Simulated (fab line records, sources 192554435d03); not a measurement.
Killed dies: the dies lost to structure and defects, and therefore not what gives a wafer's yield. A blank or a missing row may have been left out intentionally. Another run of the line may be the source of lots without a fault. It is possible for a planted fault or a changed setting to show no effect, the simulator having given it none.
2 desks looking at one fault | flow n5Finfet | only its own numbers are on each desk; what lay behind them is given at the end

METROLOGY DESK
What the gauges read, lot by lot, whatever tool the lot ran on: means of the sampled wafers that have a number. A lot is out of limits, marked OUT, if its mean lies more than 4 standard deviations from the usual mean; the brackets give that distance.
Columns: A = cdNm at N5_HKMG_FIN_CD_MEAS_12, usual 92.7 nm
lot  | first seen here | A
L202 | day 4 07:28     | 91.9
L204 | day 4 15:42     | 93.1
L205 | day 5 01:51     | 93.4
L206 | day 5 07:55     | 92.5
L207 | day 5 12:16     | 92.8
L213 | day 6 23:00     | 91.9
L215 | day 7 11:14     | 93.0
L220 | day 8 20:32     | 92.8
L222 | day 9 09:19     | 92.9
L223 | day 9 13:55     | 92.2
L225 | day 9 21:55     | 92.5
Finding of this desk: none of the 11 lots has anything out of limits.

AT THE TOOL OWNER'S DESK: rieDiel-04
The tool's own readings at N5_HKMG_FIN_ETCH_32 (etches SOC in N2/H2, target depth 240 nm, time 300 s): means of the sampled wafers that have a number, for each lot that ran on this tool. A lot is out of limits, marked OUT, if its mean lies more than 4 standard deviations from the usual mean; the brackets give that distance.
Columns: A = drypumpMotorCurrentA at N5_HKMG_FIN_ETCH_32, usual 5.6 A; B = oesProductAu at N5_HKMG_FIN_ETCH_32, usual 0.83 a.u.; C = rfVppV at N5_HKMG_FIN_ETCH_32, usual 524.4 V; D = showerheadPlenumPTorr at N5_HKMG_FIN_ETCH_32, usual 2.56 Torr; E = throttleValvePct at N5_HKMG_FIN_ETCH_32, usual 17.76 %
lot  | first seen here | A   | B    | C     | D    | E
L204 | day 4 15:52     | 5.3 | 0.93 | 525.8 | 2.58 | 17.60
L206 | day 5 08:23     | 5.5 | 0.77 | 524.3 | 2.54 | 17.94
L207 | day 5 12:29     | 6.0 | 0.85 | 525.4 | 2.58 | 17.44
L213 | day 6 23:11     | 5.6 | 0.95 | 525.1 | 2.58 | 17.56
L215 | day 7 11:25     | 5.4 | 0.89 | 524.2 | 2.56 | 17.82
Finding of this desk: none of the 5 lots has anything out of limits.

ALL TOGETHER
At the metrology desk, nothing out of limits was observed.
Nothing out of limits was seen by the tool owner's desk.

WHAT HAD BEEN PUT IN BY THE SIMULATOR
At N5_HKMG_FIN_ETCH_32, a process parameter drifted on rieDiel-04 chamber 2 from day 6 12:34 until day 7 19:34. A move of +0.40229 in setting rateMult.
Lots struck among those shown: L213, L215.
